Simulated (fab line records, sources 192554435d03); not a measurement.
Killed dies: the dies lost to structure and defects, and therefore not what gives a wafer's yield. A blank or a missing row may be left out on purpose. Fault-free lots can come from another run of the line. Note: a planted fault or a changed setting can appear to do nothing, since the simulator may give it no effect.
Split-lot experiment + flow n5-finfet + 7 lots, 21 wafers read, on a route of 1938 steps

## ON THE SPLIT
At N5_BEOL_M5_ETCH_72 (etches underlayer in N2/H2, target depth 6.5 nm, time 5.2 s), the setting bias-w was moved away from the recipe's 150 W on 2 of the 21 wafers read, by -14.8% to -8.3%. This setting was run at the recipe's value on the other wafers.

The reading comes from the split's own step.

## THE READING
rf-vpp-V, in V, at N5_BEOL_M5_ETCH_72 (etches underlayer in N2/H2, target depth 6.5 nm, time 5.2 s). Fault-free wafers of this fab line usually give 524.1 V, standard deviation 2.3 V.

| wafer  | tool, chamber at the split | bias-w as run, W | against the recipe | rf-vpp-V, V | against lot-mates on the recipe |
|--------|----------------------------|------------------|--------------------|-------------|---------------------------------|
| L074.2 | rie-diel-03, 2             | 150              | recipe             | 524.6       | -                               |
| L074.3 | rie-diel-03, 3             | 150              | recipe             | 526.2       | -                               |
| L074.5 | rie-diel-03, 1             | 150              | recipe             | 522.2       | -                               |
| L077.2 | rie-diel-06, 3             | 150              | recipe             | 522.1       | -                               |
| L077.3 | rie-diel-06, 0             | 127.8            | -14.8%             | 477.0       | -45.5                           |
| L077.5 | rie-diel-06, 2             | 150              | recipe             | 522.8       | -                               |
| L087.1 | rie-diel-06, 1             | 150              | recipe             | 524.0       | -                               |
| L087.2 | rie-diel-06, 3             | 150              | recipe             | 523.9       | -                               |
| L087.4 | rie-diel-06, 2             | 150              | recipe             | 525.2       | -                               |
| L088.1 | rie-diel-02, 2             | 150              | recipe             | 523.6       | -                               |
| L088.3 | rie-diel-02, 0             | 150              | recipe             | 521.0       | -                               |
| L088.5 | rie-diel-02, 0             | 150              | recipe             | 523.8       | -                               |
| L093.4 | rie-diel-03, 1             | 150              | recipe             | 523.8       | -                               |
| L093.5 | rie-diel-03, 0             | 150              | recipe             | 519.4       | -                               |
| L093.6 | rie-diel-03, 2             | 150              | recipe             | 522.8       | -                               |
| L095.2 | rie-diel-02, 3             | 150              | recipe             | 522.9       | -                               |
| L095.3 | rie-diel-02, 2             | 137.5            | -8.3%              | 497.0       | -24.8                           |
| L095.4 | rie-diel-02, 0             | 150              | recipe             | 520.6       | -                               |
| L096.1 | rie-diel-06, 0             | 150              | recipe             | 526.0       | -                               |
| L096.2 | rie-diel-06, 1             | 150              | recipe             | 523.4       | -                               |
| L096.4 | rie-diel-06, 1             | 150              | recipe             | 525.2       | -                               |

FIT RESULTS
A straight line over all 21 wafers: rf-vpp-V changes by +3.14 V for each +1% of bias-w; r = +0.99; the points scatter about the line by 1.7 V.
The same after taking each lot's own level away (the mean of its wafers on the recipe; 21 wafers): +3.05 V for each +1%; r = +0.99; scatter 1.3 V.
That fit puts the effect of the largest move of bias-w on the reading at 45 V.
Measured against the standard deviation above, the lots' own levels, which go from 521.75 to 524.87 V, span 1.4 times it.
The two slopes agree, so the slope changes little with the lot-to-lot level.
Check: for one of the wafers moved furthest among these (-14.8%), held out of the fit, the line's prediction against its lot-mates is -44 V. Against them it came out at -45.5 V.
Tool readings at the split's step, against how far the setting was moved: rf-vpp-V r = +0.99.

## FURTHER SPLITS ON THESE WAFERS
These wafers also went through other splits before the reading. Each is held against what the fit with the lots' levels taken away leaves over:
| other split on the same wafers | wafers away from the commonest value | r with rf-vpp-V (lot level and that fit taken away) |
|--------------------------------|--------------------------------------|-----------------------------------------------------|
| N5_BEOL_M3_EXPOSE_08 dose-mj   | 8                                    | -0.03                                               |
| N5_BEOL_M4_PECVD_72 time-s     | 3                                    | +0.09                                               |
| N5_BEOL_M5_COAT_60 spin-rpm    | 6                                    | +0.13                                               |

## FILE'S OWN FIT
rf-vpp-V changes by +3.05 V for each +1% of bias-w, r = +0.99.
